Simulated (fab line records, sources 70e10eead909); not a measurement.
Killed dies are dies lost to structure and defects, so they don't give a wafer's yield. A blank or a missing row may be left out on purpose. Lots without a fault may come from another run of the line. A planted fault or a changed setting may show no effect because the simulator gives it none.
fab line records | flow nand_harc
record lots=9 wafers=27 last_day=34
route steps=1302 shown A_CHANNEL_HOLE_D1@471 A_CHANNEL_FILL_D1@493 END@1301
lots that met no fault: from a run of the same line without faults
start_h: hours from the record's first day to the start of the lot's first wafer shown | wait_h: hours since the lot's step before | " the same as in the row above | L1.1+2: a row that stands for several wafers | - no value, or no start given | * or withheld: withheld | < > ~ a bound
route shown NAME@n: a module of which the file shows steps, and the number in the route of the first | usual: mean/standard deviation of fault-free wafers | same: alike in all rows | chamber/n: place in a boat | sites: the reading at each site | _std_site: their standard deviation | _edge_site: outer sites' mean less inner sites' | radius_mm: how far each site lies from the wafer's centre | mask NAME#n: copy n | behind: the tool/chamber that last shaped the wafer | hold: why the lot was held/for how many hours/how that ended | device: the transistor (n, p or np) that didn't switch | end of line: the same wafers' tests at the end of the route | a step without rows: its recipe alone | killed: dies lost to structure and defects at the first sort, not the wafer's yield | map: a wafer's dies, x killed, . not, _ none there
set.NAME: the setting as run; set.NAME@STEP: as run at that earlier step | model.NAME: the simulator's own value behind a step, which no gauge read
steps of the route over a sample of lots; a table a step, a row a wafer
services: from which hour (start_h, from the record's first day; less than 0 if before it) a tool's chamber was out of use, for how many hours, and why
## steps
# step NHARC_A_CHANNEL_HOLE_D1_ETCH_19
# recipe bias_v=1200 source_w=2500 pressure_mtorr=15 time_s=34.5 ar_flow_sccm=375 c4f8_flow_sccm=28.8 o2_flow_sccm=96.2 temp_c=-20 target_depth_a=* chemistry=C4F8/O2/Ar
# usual drypump_motor_current_A=5.67/0.27 o2_flow_sccm=96.2/0.31 showerhead_plenum_p_Torr=3.71/0.052 throttle_valve_pct=37.039/0.0086
# columns lot.wafer tool chamber start_h wait_h drypump_motor_current_A o2_flow_sccm rf_hours_counter_h showerhead_plenum_p_Torr throttle_valve_pct
L299.1 har_etch-01 0 197.18 0.4 5.89 96.8 91 3.69 37.035
L299.2 " 1 " " 5.36 96.0 91 3.77 37.042
L299.4 " 1 " " 5.34 96.0 - 3.77 37.044
L300.1 har_etch-01 1 213.95 2.0 5.34 96.1 103 3.77 37.055
L300.2 " 0 " " 5.86 96.0 103 3.68 37.025
L300.6 " 1 " " 5.32 96.0 - 3.77 37.042
L302.2 har_etch-01 0 224.46 0.1 5.91 95.9 110 3.68 37.039
L302.3 " 1 " " 5.34 96.5 - 3.76 37.033
L302.5 " 1 " " 5.33 96.3 - 3.76 37.027
L304.4 har_etch-02 1 239.12 0.1 5.58 96.2 - 3.80 37.047
L304.5 " 0 " " 6.00 96.2 - 3.72 37.038
L304.6 " 1 " " 5.56 95.8 - 3.80 37.062
L314.2 har_etch-01 1 350.53 1.1 5.31 95.8 183 3.72 37.038
L314.3 " 1 " " 5.32 96.1 - 3.72 37.028
L314.5 " 0 " " 5.83 96.2 - 3.64 37.037
L315.3 har_etch-01 0 358.49 3.5 5.86 96.6 - 3.63 37.039
L315.5 " 0 " " 5.84 96.0 - 3.63 37.047
L315.6 " 1 " " 5.34 96.2 - 3.72 37.035
L316.2 har_etch-01 0 362.62 0.2 5.86 96.2 195 3.63 37.063
L316.4 " 1 " " 5.36 96.4 - 3.71 37.041
L316.5 " 0 " " 5.86 96.0 - 3.63 37.030
L320.1 har_etch-02 0 410.69 2.1 5.98 96.2 8 3.67 37.032
L320.3 " 0 " " 6.00 96.2 - 3.67 37.044
L320.5 " 0 " " 6.00 96.2 - 3.67 37.033
L321.2 har_etch-01 0 422.68 0.1 5.86 96.5 237 3.61 37.030
L321.3 " 1 " " 5.36 96.6 - 3.69 37.029
L321.6 " 1 " " 5.33 96.2 - 3.69 37.036
# step NHARC_A_CHANNEL_HOLE_D1_ETCH_26
# recipe bias_v=300 source_w=2000 pressure_mtorr=30 time_s=224.1 ar_flow_sccm=375 c4f8_flow_sccm=11.4 o2_flow_sccm=113.6 temp_c=-20 target_depth_a=3000 chemistry=C4F8/O2/Ar
# usual drypump_motor_current_A=5.67/0.27 o2_flow_sccm=113.6/0.35 showerhead_plenum_p_Torr=3.71/0.052 throttle_valve_pct=24.583/0.008
# columns lot.wafer tool chamber start_h wait_h drypump_motor_current_A o2_flow_sccm rf_hours_counter_h showerhead_plenum_p_Torr throttle_valve_pct
L299.1 har_etch-01 0 200.94 0.7 5.88 113.7 95 3.69 24.576
L299.2 " 1 " " 5.31 113.2 95 3.77 24.590
L299.4 " 1 " " 5.36 113.8 - 3.77 24.581
L300.1 har_etch-01 1 217.76 0.7 5.38 113.9 106 3.77 24.567
L300.2 " 0 " " 5.91 113.9 106 3.68 24.580
L300.6 " 1 " " 5.33 114.0 - 3.77 24.574
L302.2 har_etch-01 0 228.23 0.7 5.85 113.7 114 3.68 24.577
L302.3 " 1 " " 5.33 113.8 - 3.76 24.578
L302.5 " 1 " " 5.34 113.8 - 3.76 24.587
L304.4 har_etch-02 1 242.93 0.4 5.58 113.1 - 3.81 24.581
L304.5 " 0 " " 6.00 113.2 - 3.72 24.588
L304.6 " 1 " " 5.56 113.6 - 3.81 24.570
L314.2 har_etch-01 1 354.30 0.7 5.34 113.9 187 3.72 24.577
L314.3 " 1 " " 5.36 113.9 - 3.72 24.576
L314.5 " 0 " " 5.85 113.8 - 3.63 24.578
L315.3 har_etch-01 0 362.30 0.5 5.85 113.2 - 3.63 24.565
L315.5 " 0 " " 5.88 113.4 - 3.63 24.594
L315.6 " 1 " " 5.33 114.2 - 3.72 24.578
L316.2 har_etch-01 0 366.37 0.7 5.84 113.3 198 3.63 24.591
L316.4 " 1 " " 5.31 112.9 - 3.71 24.585
L316.5 " 0 " " 5.84 113.7 - 3.63 24.589
L320.1 har_etch-02 0 414.47 0.7 6.00 113.5 11 3.67 24.575
L320.3 " 0 " " 6.01 114.5 - 3.67 24.583
L320.5 " 0 " " 5.99 113.5 - 3.67 24.587
L321.2 har_etch-01 0 426.46 0.7 5.87 113.7 240 3.61 24.598
L321.3 " 1 " " 5.33 113.3 - 3.69 24.589
L321.6 " 1 " " 5.35 114.0 - 3.69 24.568
# step NHARC_A_CHANNEL_HOLE_D1_ETCH_44
# recipe target_depth_a=1400 overetch_a=140 time_s=77 ion_energy_ev=100 cf4_flow_sccm=80 o2_flow_sccm=20 ar_flow_sccm=0 rf_w=300 bias_w=100 chemistry=CF4/O2
# usual cf4_flow_sccm=79.98/0.22 drypump_motor_current_A=5.7/0.37 o2_flow_sccm=19.99/0.061 oes_product_au=0.997/0.0073 rf_vpp_V=198.2/1.3 showerhead_plenum_p_Torr=1.35/0.046 throttle_valve_pct=13.397/0.0088
# columns lot.wafer tool chamber start_h wait_h cf4_flow_sccm drypump_motor_current_A o2_flow_sccm oes_product_au rf_hours_counter_h rf_vpp_V showerhead_plenum_p_Torr throttle_valve_pct
L299.4 rie_diel-12 0 201.89 0.1 79.81 5.9 19.94 0.996 9 200.0 1.42 13.409
L299.1 " 1 " " 79.68 5.0 20.02 1.009 10 199.7 1.36 13.397
L299.2 " 2 " " 80.16 5.3 20.02 0.989 7 197.2 1.34 13.389
L300.1 rie_diel-12 3 218.71 0.1 80.11 5.9 20.08 0.995 10 198.2 1.40 13.392
L300.2 " 2 " " 80.23 5.3 20.02 0.980 8 197.7 1.34 13.404
L300.6 " 0 " " 80.10 5.9 20.11 0.993 - 198.7 1.42 13.393
L302.3 rie_diel-03 3 229.20 0.1 80.32 5.6 19.97 0.993 44 198.6 1.34 13.388
L302.2 " 1 " " 79.86 5.4 19.95 0.986 44 198.8 1.35 13.400
L302.5 " 3 " " 79.88 5.5 20.03 1.011 - 197.8 1.34 13.403
L304.4 rie_diel-06 0 243.79 0.1 80.05 5.8 20.09 0.993 25 197.1 1.30 13.387
L304.6 " 2 " " 80.09 5.8 19.96 1.001 - 199.5 1.37 13.406
L304.5 " 3 " " 80.12 5.5 20.03 1.003 - 197.9 1.26 13.406
L314.3 rie_diel-06 1 355.25 0.1 79.56 6.5 20.02 0.994 12 197.8 1.29 13.408
L314.2 " 0 " " 79.52 5.8 19.95 0.996 14 195.7 1.29 13.392
L314.5 " 2 " " 79.94 5.8 19.94 1.000 - 199.7 1.37 13.398
L315.3 rie_diel-12 1 363.18 0.0 80.20 5.1 20.00 1.008 9 199.7 1.35 13.405
L315.6 " 1 " " 79.94 5.1 20.07 1.003 - 197.7 1.35 13.398
L315.5 " 2 " " 79.58 5.3 20.01 0.999 - 195.8 1.33 13.414
L316.2 rie_diel-03 2 367.37 0.1 79.62 6.1 19.95 0.999 22 195.1 1.27 13.408
L316.4 " 0 " " 79.76 5.8 20.00 1.007 - 197.1 1.30 13.385
L316.5 " 2 " " 79.80 6.1 20.07 0.999 - 197.3 1.27 13.384
L320.3 rie_diel-12 0 415.42 0.1 79.86 5.9 19.90 0.997 11 200.2 1.41 13.396
L320.1 " 2 " " 80.31 5.3 19.94 1.007 11 197.5 1.33 13.406
L320.5 " 0 " " 79.76 5.9 19.92 1.002 - 199.1 1.41 13.400
L321.2 rie_diel-12 1 427.41 0.1 80.13 5.1 20.08 1.007 14 199.0 1.35 13.397
L321.3 " 3 " " 79.97 5.9 19.91 0.988 13 199.3 1.39 13.404
L321.6 " 2 " " 79.87 5.3 19.91 1.002 - 198.5 1.33 13.407
# step NHARC_A_CHANNEL_FILL_D1_ALD_03
# recipe target_thk_a=60 pulse_time_s=60 ald_cycles=58 temp_c=630 pressure_torr=2 material=SiNx
# usual ald_cycles=58/0 chamber_pressure_Torr=2.001/0.0042 precursor_pulse_height_rel=0.998/0.02 pulse_time_s=60/0
# columns lot.wafer tool chamber start_h wait_h ald_cycles chamber_pressure_Torr precursor_pulse_height_rel pulse_time_s
L299.1 ald_sin_batch-01 0 205.82 - 58 2.007 1.019 60
L299.2 " 0 " " 58 2.006 1.018 60
L299.4 " 0 " " 58 2.007 0.982 60
L300.1 ald_sin_batch-02 0 223.32 - 58 1.997 0.965 60
L300.2 " 0 " " 58 2.004 1.003 60
L300.6 " 0 " " 58 2.005 1.009 60
L302.2 ald_sin_batch-02 0 237.00 - 58 1.995 1.023 60
L302.3 " 0 " " 58 2.007 0.998 60
L302.5 " 0 " " 58 2.003 0.987 60
L304.4 ald_sin_batch-01 0 248.83 - 58 2.001 0.962 60
L304.5 " 0 " " 58 2.007 0.994 60
L304.6 " 0 " " 58 2.000 1.008 60
L314.2 ald_sin_batch-01 - 360.30 - - - - -
L314.3 " - " " - - - -
L314.5 " - " " - - - -
L315.3 ald_sin_batch-02 - 367.81 - - - - -
L315.5 " - " " - - - -
L315.6 " - " " - - - -
L316.2 ald_sin_batch-02 - 373.89 - - - - -
L316.4 " - " " - - - -
L316.5 " - " " - - - -
L320.1 ald_sin_batch-01 0 420.03 - 58 1.996 1.008 60
L320.3 " 0 " " 58 1.997 0.995 60
L320.5 " 0 " " 58 2.004 1.005 60
L321.2 ald_sin_batch-01 0 430.04 - 58 2.000 1.001 60
L321.3 " 0 " " 58 2.004 0.965 60
L321.6 " 0 " " 58 2.003 1.009 60
# step NHARC_END_WLT_00
# usual VT_DECK1_BOTTOM=0.871/0.0072 VT_DECK1_BOTTOM_INNER=0.871/0.0069 VT_DECK1_MEDIAN_NEAR_BOTTOM=0.873/0.0068 VT_DECK1_MEDIAN_NEAR_BOTTOM_INNER=0.872/0.0067 VT_DECK1_MIDDLE=0.884/0.0071 VT_DECK1_MIDDLE_INNER=0.884/0.0069 VT_DECK1_TOP=0.895/0.0067 VT_DECK1_TOP_INNER=0.895/0.0067 VT_DECK2_BOTTOM=0.871/0.007 VT_DECK2_BOTTOM_INNER=0.872/0.0065 VT_DECK2_MEDIAN_NEAR_BOTTOM=0.873/0.0066 VT_DECK2_MEDIAN_NEAR_BOTTOM_INNER=0.873/0.0066 VT_DECK2_MIDDLE=0.884/0.0068 VT_DECK2_MIDDLE_INNER=0.884/0.0069 VT_DECK2_TOP=0.896/0.0068 VT_DECK2_TOP_INNER=0.896/0.0068
# columns lot.wafer tool chamber start_h wait_h hold VT_DECK1_BOTTOM VT_DECK1_BOTTOM_INNER VT_DECK1_MEDIAN_NEAR_BOTTOM VT_DECK1_MEDIAN_NEAR_BOTTOM_INNER VT_DECK1_MIDDLE VT_DECK1_MIDDLE_INNER VT_DECK1_TOP VT_DECK1_TOP_INNER VT_DECK2_BOTTOM VT_DECK2_BOTTOM_INNER VT_DECK2_MEDIAN_NEAR_BOTTOM VT_DECK2_MEDIAN_NEAR_BOTTOM_INNER VT_DECK2_MIDDLE VT_DECK2_MIDDLE_INNER VT_DECK2_TOP VT_DECK2_TOP_INNER
L299.1 prober-01 - 588.75 0.0 - 0.876 0.875 0.879 0.867 0.886 0.886 0.902 0.894 0.875 0.868 0.871 0.869 0.888 0.881 0.897 0.890
L299.2 " - " " - 0.871 0.866 0.870 0.865 0.879 0.876 0.895 0.890 0.876 0.878 0.880 0.877 0.891 0.894 0.895 0.900
L299.4 " - 590.27 1.6 - 0.865 0.872 0.879 0.879 0.885 0.890 0.894 0.899 0.873 0.868 0.877 0.878 0.889 0.888 0.905 0.898
L300.1 prober-02 - 600.75 0.1 - 0.879 0.888 0.883 0.882 0.899 0.888 0.912 0.901 0.871 0.869 0.877 0.878 0.885 0.888 0.890 0.904
L300.2 " - " " - 0.880 0.879 0.883 0.885 0.892 0.895 0.910 0.903 0.869 0.867 0.860 0.865 0.884 0.888 0.899 0.899
L300.6 " - 603.26 2.6 - 0.887 0.887 0.871 0.883 0.894 0.895 0.908 0.905 0.868 0.872 0.873 0.876 0.878 0.875 0.889 0.891
L302.2 prober-01 - 616.44 0.5 - 0.869 0.863 0.874 0.871 0.884 0.880 0.895 0.894 0.874 0.875 0.866 0.875 0.883 0.887 0.897 0.909
L302.3 " - " " - 0.864 0.870 0.873 0.863 0.878 0.879 0.894 0.892 0.880 0.879 0.877 0.889 0.883 0.890 0.895 0.895
L302.5 " - " " - 0.870 0.865 0.875 0.868 0.883 0.879 0.888 0.897 0.870 0.873 0.872 0.879 0.885 0.898 0.894 0.897
L304.4 prober-02 - 629.82 1.6 - 0.865 0.873 0.875 0.873 0.887 0.886 0.896 0.891 0.874 0.873 0.882 0.884 0.895 0.896 0.903 0.898
L304.5 " - " " - 0.868 0.866 0.869 0.870 0.876 0.888 0.896 0.886 0.879 0.876 0.881 0.884 0.888 0.891 0.905 0.901
L304.6 " - " " - 0.867 0.871 0.878 0.874 0.888 0.883 0.900 0.903 0.883 0.882 0.883 0.882 0.893 0.895 0.894 0.899
L314.2 prober-02 - 734.02 0.6 await_dispo/0.2h/release 6.049 6.004 6.059 5.996 6.030 5.996 6.011 5.963 6.024 5.988 5.957 5.943 6.028 5.998 5.984 5.976
L314.3 " - " " await_dispo/0.2h/release 5.963 6.020 6.019 5.964 6.078 6.018 5.999 5.944 5.979 6.008 6.024 6.079 6.026 6.006 5.984 6.021
L314.5 " - 735.54 2.1 await_dispo/0.2h/release 5.975 6.023 6.000 5.979 5.980 6.023 6.021 5.991 5.995 5.969 6.017 6.001 6.017 5.998 5.987 6.004
L314.2 prober-02 - 741.80 7.3 - 6.014 6.037 6.032 6.022 5.995 5.964 6.026 6.021 5.983 6.020 6.003 6.014 5.967 6.009 5.980 6.013
L314.3 " - " " - 6.041 5.995 5.962 5.976 5.935 5.958 5.949 5.955 6.005 6.001 6.014 6.030 5.961 6.019 5.931 5.982
L314.5 " - 743.32 7.3 - 6.009 6.043 6.024 5.974 5.973 6.012 5.979 5.955 6.018 5.948 6.016 6.065 6.025 6.010 6.002 5.984
L315.3 prober-01 - 744.90 1.0 await_dispo/0.2h/release 5.999 6.018 6.013 6.026 5.984 5.999 5.973 5.993 5.973 6.023 5.999 6.009 6.040 5.967 6.019 5.994
L315.5 " - 745.90 2.0 await_dispo/0.2h/release 6.033 6.010 5.978 6.024 6.003 5.979 6.001 5.980 5.973 6.033 6.016 6.001 6.042 6.034 6.029 5.966
L315.6 " - " " await_dispo/0.2h/release 5.962 5.993 6.018 6.006 5.972 5.913 6.008 6.003 6.023 6.040 6.026 6.004 5.966 6.004 5.912 5.963
L315.3 prober-01 - 752.59 7.2 - 5.992 5.987 6.031 6.023 5.991 5.999 6.051 6.021 5.962 5.947 5.970 5.969 6.039 6.031 5.958 5.995
L315.5 " - 753.59 7.2 - 6.023 6.001 5.971 5.964 6.061 6.030 6.008 5.954 5.996 6.050 5.949 6.035 6.013 6.003 5.943 5.982
L315.6 " - " " - 5.985 5.972 6.052 5.995 6.020 6.007 5.959 6.042 5.984 5.999 6.018 5.969 6.061 6.006 5.979 5.996
L316.2 prober-01 - 752.10 4.4 await_dispo/0.2h/release 5.945 5.986 5.982 5.982 5.989 6.023 6.001 5.991 6.006 6.014 5.955 6.037 6.025 6.079 5.934 5.999
L316.4 " - 753.11 5.4 await_dispo/0.2h/release 5.980 6.037 6.014 5.921 6.059 6.013 6.044 6.012 6.010 6.026 6.017 6.014 6.002 5.954 6.014 5.983
L316.5 " - " " await_dispo/0.2h/release 6.006 6.033 6.032 5.968 6.015 5.954 5.992 6.032 5.997 6.024 5.988 5.987 5.984 5.995 6.001 5.960
L316.2 prober-01 - 759.90 7.3 - 6.000 5.996 5.999 6.026 6.025 5.995 5.994 5.954 6.027 6.000 6.022 5.997 6.003 6.000 6.050 6.042
L316.4 " - 760.92 7.3 - 6.025 6.042 5.971 5.973 6.025 5.958 6.008 5.903 6.035 5.964 5.998 5.994 5.988 6.038 5.969 5.989
L316.5 " - " " - 5.968 5.945 6.029 5.989 6.009 5.996 5.980 6.008 6.043 6.000 6.031 5.985 6.028 5.995 5.980 5.972
L320.1 prober-02 - 786.80 0.1 - 0.879 0.874 0.877 0.886 0.897 0.899 0.902 0.900 0.881 0.882 0.886 0.881 0.895 0.886 0.902 0.905
L320.3 " - " " - 0.874 0.881 0.886 0.888 0.892 0.889 0.892 0.896 0.879 0.879 0.885 0.878 0.885 0.888 0.903 0.908
L320.5 " - " " - 0.879 0.879 0.880 0.871 0.888 0.884 0.903 0.893 0.875 0.888 0.882 0.877 0.896 0.894 0.907 0.899
L321.2 prober-02 - 799.04 0.6 - 0.873 0.863 0.875 0.870 0.885 0.883 0.890 0.889 0.871 0.873 0.875 0.873 0.885 0.889 0.889 0.898
L321.3 " - " " - 0.868 0.865 0.864 0.863 0.882 0.875 0.889 0.897 0.876 0.868 0.874 0.878 0.877 0.884 0.899 0.890
L321.6 " - 801.06 2.6 - 0.880 0.873 0.875 0.887 0.878 0.883 0.886 0.885 0.877 0.885 0.874 0.875 0.883 0.880 0.901 0.896
# step NHARC_END_SORT_01
# recipe temp_c=25
# usual defect_limited_yield=91.9/2.7 killed_at_array=50/18 killed_at_other=0.8/1.1 killed_at_periphery=4.1/2.9 killed_dies=55/18 killed_open=3.5/1.9 killed_short=2.4/1.5 sort_bin_2_pct=2.8/1.2 sort_bin_3_pct=0.6/0.37 sort_bin_4_pct=4.7/1.5 sort_n_pass=622/18 sort_rim_yield_pct=90/4.4 sort_yield_pct=91.9/2.7
# same gross_dies=677 sort_bin_5_pct[%]=0 sort_bin_6_pct[%]=0 sort_bin_7_pct[%]=0 sort_bin_8_pct[%]=0 sort_rim_n_gross=106.00
# columns lot.wafer tool chamber start_h wait_h defect_limited_yield[%] killed_at_array killed_at_other killed_at_periphery killed_dies killed_open killed_short sort_bin_2_pct[%] sort_bin_3_pct[%] sort_bin_4_pct[%] sort_n_pass sort_rim_yield_pct[%] sort_yield_pct[%]
L299.1 prober-01 0 591.79 2.5 93.1 39 0 8 47 6 3 1.9 0.4 4.6 630 93 93.1
L299.2 prober-01 0 592.59 2.8 93.5 37 1 6 44 6 1 1.3 0.3 4.9 633 92 93.5
L299.4 prober-01 0 594.19 3.4 93.9 36 1 4 41 1 5 2.7 0.4 3.0 636 92 93.9
L300.1 prober-02 0 603.76 2.5 88.6 75 0 2 77 5 3 5.0 0.9 5.5 600 86 88.6
L300.2 prober-02 0 604.57 2.8 89.4 69 0 3 72 2 2 3.5 0.9 6.2 605 87 89.4
L300.6 prober-02 0 607.78 4.0 89.7 69 0 1 70 3 3 3.8 1.0 5.5 607 86 89.7
L302.2 prober-01 0 619.72 2.8 95.0 28 1 5 34 4 4 1.2 0.4 3.4 643 95 95.0
L302.3 prober-01 0 620.51 3.1 95.3 22 0 10 32 5 1 1.2 0.1 3.4 645 97 95.3
L302.5 prober-01 0 622.11 3.7 95.7 21 0 8 29 5 2 1.6 0.1 2.5 648 95 95.7
L304.4 prober-02 0 633.75 3.4 85.4 84 1 14 99 6 1 6.6 1.2 6.8 578 78 85.4
L304.5 prober-02 0 634.56 3.7 88.0 80 0 1 81 2 1 4.7 0.9 6.4 596 84 88.0
L304.6 prober-02 0 635.37 4.0 87.6 76 0 8 84 5 5 3.7 0.7 8.0 593 86 87.6
L320.1 prober-02 0 789.75 2.5 95.7 27 0 2 29 2 2 1.0 0.3 3.0 648 93 95.7
L320.3 prober-02 0 791.34 3.1 94.7 34 0 2 36 4 2 1.0 0.4 3.8 641 90 94.7
L320.5 prober-02 0 792.92 3.7 95.0 31 0 3 34 4 4 1.8 0.1 3.1 643 90 95.0
L321.2 prober-02 0 802.35 2.8 94.4 35 1 2 38 7 1 1.3 0.1 4.1 639 92 94.4
L321.3 prober-02 0 803.14 3.1 94.1 36 2 2 40 3 2 1.8 0.3 3.8 637 95 94.1
L321.6 prober-02 0 805.51 4.0 94.1 35 1 4 40 2 4 2.2 0.1 3.5 637 90 94.1
# killed by level:class
L299.1 A_SLIT:chamber_film_flake=20 A_CHANNEL_HOLE_D2:chamber_film_flake=6 P_STI:chamber_film_flake=3 P_M0:geometric_particle:open=2 A_ONON_D1:geometric_particle:open=2 A_CHANNEL_HOLE_D1:chamber_film_flake=2 A_ONON_D1:geometric_particle:short=1 A_CHANNEL_FILL_D1:geometric_particle:short=1
L299.2 A_SLIT:chamber_film_flake=20 A_CHANNEL_HOLE_D2:chamber_film_flake=7 P_BONDPAD:chamber_film_flake=3 A_BLC:geometric_particle:open=2 A_CHANNEL_HOLE_D1:chamber_film_flake=2 A_CONTACT:chamber_film_flake=2 P_GATE:geometric_particle:open=1 P_CONTACT:geometric_particle:open=1
L299.4 A_SLIT:chamber_film_flake=21 A_CHANNEL_HOLE_D2:chamber_film_flake=4 A_CONTACT:chamber_film_flake=3 A_ONON_D2:geometric_particle:short=2 A_DECK1_JOINT:chamber_film_flake=2 P_GATE:geometric_particle:short=1 P_GATE:geometric_particle:open=1 A_ONON_D1:geometric_particle:short=1
L300.1 A_CHANNEL_HOLE_D2:chamber_film_flake=26 A_SLIT:chamber_film_flake=26 A_CONTACT:chamber_film_flake=9 A_CHANNEL_HOLE_D1:chamber_film_flake=3 A_STAIRCASE:chamber_film_flake=3 A_ONON_D1:geometric_particle:open=2 P_GATE:geometric_particle:open=1 A_ONON_D1:geometric_particle:short=1
L300.2 A_CHANNEL_HOLE_D2:chamber_film_flake=34 A_SLIT:chamber_film_flake=27 A_STAIRCASE:chamber_film_flake=2 A_CONTACT:chamber_film_flake=2 P_CONTACT:geometric_particle:short=1 P_CONTACT:geometric_particle:open=1 A_ONON_D1:geometric_particle:open=1 A_M0:geometric_particle:short=1
L300.6 A_CHANNEL_HOLE_D2:chamber_film_flake=31 A_SLIT:chamber_film_flake=23 A_CHANNEL_HOLE_D1:chamber_film_flake=5 A_CONTACT:chamber_film_flake=3 A_ONON_D1:geometric_particle:short=1 A_CHANNEL_FILL_D2:geometric_particle:open=1 A_WL_FILL:geometric_particle:short=1 A_CONTACT:geometric_particle:open=1
L302.2 A_CHANNEL_HOLE_D2:chamber_film_flake=9 A_CHANNEL_HOLE_D1:chamber_film_flake=6 P_GATE:chamber_film_flake=4 A_STAIRCASE:chamber_film_flake=3 A_ONON_D1:geometric_particle:short=1 A_DECK1_JOINT:geometric_particle:open=1 A_DECK1_JOINT:geometric_particle:short=1 A_ONON_D2:geometric_particle:short=1
L302.3 A_CHANNEL_HOLE_D2:chamber_film_flake=14 P_GATE:chamber_film_flake=5 P_M0:geometric_particle:open=2 P_BONDPAD:chamber_film_flake=2 A_CHANNEL_HOLE_D1:chamber_film_flake=2 P_M1:geometric_particle:open=1 A_SOURCE_PLATE:geometric_particle:open=1 A_ONON_D1:geometric_particle:open=1
L302.5 A_CHANNEL_HOLE_D2:chamber_film_flake=8 P_GATE:chamber_film_flake=4 A_CHANNEL_HOLE_D1:chamber_film_flake=3 A_STAIRCASE:chamber_film_flake=3 P_M0:geometric_particle:open=2 A_BLC:geometric_particle:open=2 P_M2:geometric_particle:open=1 A_SOURCE_PLATE:geometric_particle:short=1
L304.4 A_SLIT:chamber_film_flake=32 A_CHANNEL_HOLE_D2:chamber_film_flake=26 A_CHANNEL_HOLE_D1:chamber_film_flake=16 P_GATE:chamber_film_flake=8 A_STAIRCASE:chamber_film_flake=3 A_CONTACT:chamber_film_flake=3 P_CONTACT:chamber_film_flake=2 P_STI:geometric_particle:short=1
L304.5 A_SLIT:chamber_film_flake=30 A_CHANNEL_HOLE_D1:chamber_film_flake=21 A_CHANNEL_HOLE_D2:chamber_film_flake=18 A_CONTACT:chamber_film_flake=5 A_WL_FILL:chamber_film_flake=3 A_ONON_D2:geometric_particle:open=1 A_CHANNEL_FILL_D2:geometric_particle:short=1 A_BLC:geometric_particle:open=1
L304.6 A_SLIT:chamber_film_flake=24 A_CHANNEL_HOLE_D2:chamber_film_flake=19 A_CHANNEL_HOLE_D1:chamber_film_flake=15 P_GATE:chamber_film_flake=5 A_CONTACT:chamber_film_flake=3 A_CHANNEL_FILL_D1:geometric_particle:short=2 A_ZERO_WELL:chamber_film_flake=2 P_GATE:geometric_particle:open=1
L320.1 A_M0:chamber_film_flake=6 A_SLIT:chamber_film_flake=5 A_CONTACT:chamber_film_flake=5 A_STAIRCASE:chamber_film_flake=4 A_BONDPAD:chamber_film_flake=3 A_SGD_CUT:geometric_particle:short=2 P_GATE:chamber_film_flake=2 A_CHANNEL_FILL_D2:geometric_particle:open=1
L320.3 A_CONTACT:chamber_film_flake=14 A_SLIT:chamber_film_flake=6 A_STAIRCASE:chamber_film_flake=5 A_M0:chamber_film_flake=4 P_CONTACT:geometric_particle:open=2 A_DECK1_JOINT:geometric_particle:short=1 A_ONON_D1:geometric_particle:short=1 A_ONON_D2:geometric_particle:open=1
L320.5 A_CONTACT:chamber_film_flake=9 A_STAIRCASE:chamber_film_flake=5 A_SLIT:chamber_film_flake=5 A_M0:chamber_film_flake=4 P_CONTACT:geometric_particle:open=2 A_ONON_D1:geometric_particle:short=1 A_DECK1_JOINT:geometric_particle:short=1 A_CHANNEL_FILL_D2:geometric_particle:short=1
L321.2 A_CHANNEL_HOLE_D1:chamber_film_flake=18 A_CONTACT:chamber_film_flake=6 A_SLIT:chamber_film_flake=4 P_CONTACT:geometric_particle:open=2 A_ONON_D1:geometric_particle:open=1 A_DECK1_JOINT:geometric_particle:open=1 A_WL_FILL:geometric_particle:short=1 A_WL_FILL:geometric_particle:open=1
L321.3 A_CHANNEL_HOLE_D1:chamber_film_flake=14 A_SLIT:chamber_film_flake=8 A_CONTACT:chamber_film_flake=6 A_STAIRCASE:chamber_film_flake=4 A_CHANNEL_FILL_D2:geometric_particle:short=2 THIN_TSV:chamber_film_flake=2 P_CONTACT:geometric_particle:open=1 P_M0:geometric_particle:open=1
L321.6 A_CHANNEL_HOLE_D1:chamber_film_flake=19 A_SLIT:chamber_film_flake=6 A_CONTACT:chamber_film_flake=4 A_ONON_D2:geometric_particle:open=2 P_STI:chamber_film_flake=2 P_GATE:geometric_particle:short=1 P_M0:geometric_particle:short=1 A_CHANNEL_FILL_D2:geometric_particle:short=1
## services
# columns tool chamber start_h hours kind
rie_diel-12 0 174.19 - clean
rie_diel-12 1 174.19 - clean
rie_diel-12 2 174.19 - clean
rie_diel-12 3 174.19 - clean
rie_diel-03 0 183.20 36.3 repair
rie_diel-12 0 198.69 - clean
rie_diel-12 1 198.69 - clean
rie_diel-12 2 198.69 - clean
rie_diel-12 3 198.69 - clean
ald_sin_batch-02 - 206.54 2.4 repair
rie_diel-03 0 228.23 12.8 repair
rie_diel-03 3 239.69 9.6 repair
rie_diel-12 - 255.20 0.8 repair
ald_sin_batch-02 - 266.00 26.0 pm
rie_diel-12 - 268.69 9.0 pm
rie_diel-06 - 273.33 0.4 repair
rie_diel-03 - 281.40 9.0 pm
rie_diel-06 - 307.25 9.0 pm
rie_diel-12 2 330.61 4.0 repair
rie_diel-03 3 359.65 8.8 repair
rie_diel-06 - 364.08 3.8 repair
har_etch-02 - 377.00 17.0 pm
rie_diel-06 1 377.40 2.7 repair
rie_diel-12 - 403.81 0.6 repair
## key
first_sign step=NHARC_A_CHANNEL_FILL_D1_ALD_03 reading=tool_record direction=missing
effect step=NHARC_END_WLT_00 reading=VT_DECK2_BOTTOM_INNER direction=up sigmas=99+ usual=0.872 struck=6.014
met_at NHARC_A_CHANNEL_FILL_D1_ALD_03
struck_lots L314,L315,L316
tester_left_out L314,L315,L316
not_acting_at NHARC_A_CHANNEL_HOLE_D1_ETCH_19,NHARC_A_CHANNEL_HOLE_D1_ETCH_26,NHARC_A_CHANNEL_HOLE_D1_ETCH_44
onset_between 248.83 360.30
fault kind=skipped_step_whole tool=ald_sin_batch-01,ald_sin_batch-02 chamber=- onset_h=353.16 steps=NHARC_A_CHANNEL_FILL_D1_ALD_03 scope=struck_lots_only
# tester_left_out: of these lots the tester's yield and bins aren't shown, on N5 and GAA mostly nor the transistor test; their killed dies are dies lost to structure and defects alone, not to doping, threshold or leakage, so they don't give the yield
